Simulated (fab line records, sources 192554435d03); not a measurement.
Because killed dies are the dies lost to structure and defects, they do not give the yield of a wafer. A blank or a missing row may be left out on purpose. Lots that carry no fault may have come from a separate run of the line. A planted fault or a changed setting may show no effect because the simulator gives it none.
Chamber matching + flow n5 finfet + N5_BEOL_M3_DEP_57 on pecvd-02: 3 sister chambers
The step deposits SiCN from 3MS/NH3, target thk 8 nm, time 14 s. 16 wafers are shown with their chamber, then 8 later ones without.

## EACH WAFER AND ITS CHAMBER
| wafer  | chamber | throttle valve pct (%) | showerhead plenum p Torr (Torr) |
|--------|---------|------------------------|---------------------------------|
| L075.1 | 0       | 9.2                    | 3.680                           |
| L075.2 | 2       | 9.2                    | 3.670                           |
| L075.6 | 0       | 8.9                    | 3.679                           |
| L074.3 | 0       | 8.8                    | 3.679                           |
| L074.5 | 1       | 9.3                    | 3.664                           |
| L074.6 | 2       | 9.6                    | 3.671                           |
| L079.2 | 1       | 9.4                    | 3.673                           |
| L079.3 | 0       | 9.0                    | 3.688                           |
| L079.4 | 1       | 9.5                    | 3.664                           |
| L080.2 | 0       | 8.9                    | 3.667                           |
| L080.5 | 1       | 9.6                    | 3.662                           |
| L080.6 | 0       | 9.2                    | 3.673                           |
| L087.1 | 1       | 9.4                    | 3.675                           |
| L087.3 | 2       | 8.8                    | 3.661                           |
| L087.6 | 2       | 8.8                    | 3.665                           |
| L093.1 | 0       | 9.1                    | 3.675                           |

SIGNATURES (means of the wafers above)
| reading                  | chamber 0 | chamber 1 | chamber 2 | scatter within a chamber |
|--------------------------|-----------|-----------|-----------|--------------------------|
| throttle valve pct       | 9.014     | 9.440     | 9.100     | 0.222                    |
| showerhead plenum p Torr | 3.67729   | 3.66760   | 3.66675   | 0.00597                  |
Rule: for each reading, subtract the chamber's mean from the wafer's reading, divide by that reading's scatter and square the result; add these up over the readings and take the root, which gives the wafer's distance from the chamber. The wafer belongs to the nearest chamber; if the next one is less than 2 further off, it can't be placed. The scatter is the square root of a quotient: the sum, over the shown wafers, of each reading's squared deviation from its chamber's mean, divided by wafers minus chambers.

## WAFERS WHOSE CHAMBER IS MISSING
| wafer  | throttle valve pct (%) | showerhead plenum p Torr (Torr) |
|--------|------------------------|---------------------------------|
| L093.2 | 9.6                    | 3.656                           |
| L093.4 | 8.6                    | 3.675                           |
| L091.1 | 9.6                    | 3.665                           |
| L091.2 | 8.5                    | 3.673                           |
| L091.3 | 9.3                    | 3.666                           |
| L096.1 | 9.8                    | 3.667                           |
| L096.2 | 8.9                    | 3.679                           |
| L096.4 | 9.8                    | 3.668                           |

## WHICH CHAMBER EACH WENT THROUGH
| wafer  | from the rows above          | in truth |
|--------|------------------------------|----------|
| L093.2 | can't be placed: 1 or 2      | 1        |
| L093.4 | can't be placed: 0 or 2      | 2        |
| L091.1 | can't be placed: 1 or 2      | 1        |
| L091.2 | can't be placed: 0 or 2 or 1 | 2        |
| L091.3 | can't be placed: 1 or 2 or 0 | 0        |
| L096.1 | can't be placed: 1 or 2      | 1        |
| L096.2 | can't be placed: 0 or 2      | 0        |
| L096.4 | can't be placed: 1 or 2      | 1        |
0 of 8 placed correctly. Can't be placed from these rows: 8 (the true chamber is among the candidates in 8). Wrongly placed: 0.
